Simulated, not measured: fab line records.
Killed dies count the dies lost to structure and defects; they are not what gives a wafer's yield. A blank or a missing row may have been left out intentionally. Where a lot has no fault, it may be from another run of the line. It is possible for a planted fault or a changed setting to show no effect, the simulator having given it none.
A lot that was struck, set against a sound lot / flow n5_finfet / 16 out of 1938 route steps
Sound: these wafers, L544.1, L544.3, L544.4. Wafers L548.1, L548.2, L548.6 were the ones struck. The cause is given at the end.
For every step that has rows: the tool of each side, followed by ch and its chambers, followed by its first start. Under that, the readings that differ: sound wafers / struck wafers / difference of the means / sigmas: that difference in standard deviations of wafers without a fault.
alike: a reading whose means differ by less than 2 such deviations, as well as words and numbers matching on both sides. not compared: withheld readings; readings where some wafer has no value; bounds like >300 that might hide an equal value; numbers whose values overlap and for which the record gives no deviation.
The two part at a step that has a row with sigmas, a row that says differs or no value, or rows on one side only. Numbers that have no deviation but don't overlap get no sigmas and don't part them. A reading that every wafer of one side lacks parts them only if that side has two wafers or more.

first, 2 steps without rows for these wafers: N5_HKMG_FIN_STRIP_34 (strips in CF4); N5_HKMG_FIN_ETCH_35 (etches SOC in N2/H2, target depth 215.8 nm, time 243.4 s).
N5_HKMG_FIN_STRIP_92: strips SOC in N2/H2, time 20 s.
  sound on rie_diel-05 ch 0,2,3, day 7 10:53; struck on rie_diel-05 ch 0,2,3, day 8 02:32
  alike: drypump_motor_current_A, oes_product_au, rf_fwd_power_W, rf_vpp_V, showerhead_plenum_p_Torr, throttle_valve_pct
  not compared: rf_hours_counter_h
then, 1 step without rows for these wafers: N5_HKMG_FIN_WET_ETCH_18 (etches TiN in SC1, time 55 s, target depth 5.2 nm, rinse time 30 s).
N5_HKMG_FIN_STRIP_19: strips in N2/H2, time 360 s.
  sound on plasma_asher-02 ch 0,1, day 7 11:02; struck on plasma_asher-02 ch 0,1, day 8 02:43
  alike: drypump_motor_current_A, heater_power_w
  not compared: rf_hours_counter_h
N5_HKMG_FIN_ALD_91: deposits TiN, target thk 1 nm, pulse time 1 s, purge time 3 s.
  sound on ald_metal-03 ch 0,1,2, day 7 11:25; struck on ald_metal-03 ch 0,1, day 8 03:05
  alike: chamber_pressure_Torr, heater_power_w, precursor_pulse_height_rel, susceptor_temp_C
  not compared: since_wet_clean_h
then, 1 step without rows for these wafers: N5_HKMG_FIN_COAT_85 (time 60 s, resist thk 300 nm).
N5_HKMG_FIN_ETCH_86: etches SOC in N2/H2, stops on TiN, target depth 393.2 nm.
  sound on rie_diel-05 ch 1,2,3, day 7 11:53; struck on rie_diel-05 ch 2,3, day 8 03:26
  alike: drypump_motor_current_A, oes_product_au, rf_fwd_power_W, rf_vpp_V, showerhead_plenum_p_Torr, throttle_valve_pct
  not compared: rf_hours_counter_h
N5_HKMG_FIN_STRIP_89: strips SOC in N2/H2, time 20 s.
  sound on rie_diel-05 ch 1,2,3, day 7 11:56; struck on rie_diel-05 ch 2,3, day 8 03:29
  alike: drypump_motor_current_A, oes_product_au, rf_fwd_power_W, rf_vpp_V, showerhead_plenum_p_Torr, throttle_valve_pct
  not compared: rf_hours_counter_h
then, 3 steps without rows for these wafers: N5_HKMG_FIN_WET_ETCH_87 (etches TiN in SC1, time 154.2 s, target depth 4.7 nm, rinse time 30 s); N5_HKMG_FIN_STRIP_88 (strips in N2/H2, time 360 s); N5_HKMG_FIN_NWFM_ALD_20 (deposits TiAlC, target thk 2 nm, pulse time 3 s, purge time 2 s).
N5_HKMG_FIN_ALD_71: deposits TiN, target thk 1 nm, pulse time 1 s, purge time 3 s.
  sound on ald_metal-04 ch 0,2,3, day 7 12:38; struck on ald_metal-03 ch 0,2, day 8 04:10
reading=susceptor_temp_C (C); sound=400.30 399.99 399.83; struck=403.88 403.91 404.15; difference=+3.94; sigmas=+17
  alike: chamber_pressure_Torr, heater_power_w, precursor_pulse_height_rel
  not compared: since_wet_clean_h
then, 1 step without rows for these wafers: N5_HKMG_FIN_COAT_66 (time 60 s, resist thk 300 nm).
-- here the record skips 5 days between the struck wafers' starts before and after, leaving off in module HKMG_FIN and picking up in module BEOL_M4 (first step shown: number 1111 of the route) --
N5_BEOL_M4_RC_MEAS_101:
  sound on prober-01 ch 0, day 11 17:31; struck on prober-01 ch 0, day 13 03:00
  alike: DIBL_N, DIBL_P, IOFF_N, IOFF_P, ION_N, ION_P, SS_N, SS_P, VT_N, VT_P
-- here the record skips 5 days between the struck wafers' starts before and after, leaving off in module BEOL_M4 and picking up in module PASSIVATION (first step shown: number 1936 of the route) --
N5_PASSIVATION_PROBE_49:
  struck on prober-01, day 18 04:05; sound on prober-02, day 16 17:03
reading=sort_bin_4_leakage (%); sound=0 0 0; struck=0 0.08 0; difference=+0; sigmas=+3
  alike: defect_limited_yield, killed_at_M0_to_M3, killed_at_M4_up, killed_at_contacts, killed_at_front_end, killed_at_other, killed_dies, killed_open, killed_short, sort_bin_5_function, sort_bin_6_memory, sort_bin_8_speed, sort_n_pass

WHERE THEY PART
At N5_HKMG_FIN_ALD_71 first; at N5_PASSIVATION_PROBE_49 last (within this record only).

WHY: whatever the simulator had introduced
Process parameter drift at N5_HKMG_FIN_ALD_71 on ald_metal-03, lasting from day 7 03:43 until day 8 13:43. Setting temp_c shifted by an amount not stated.
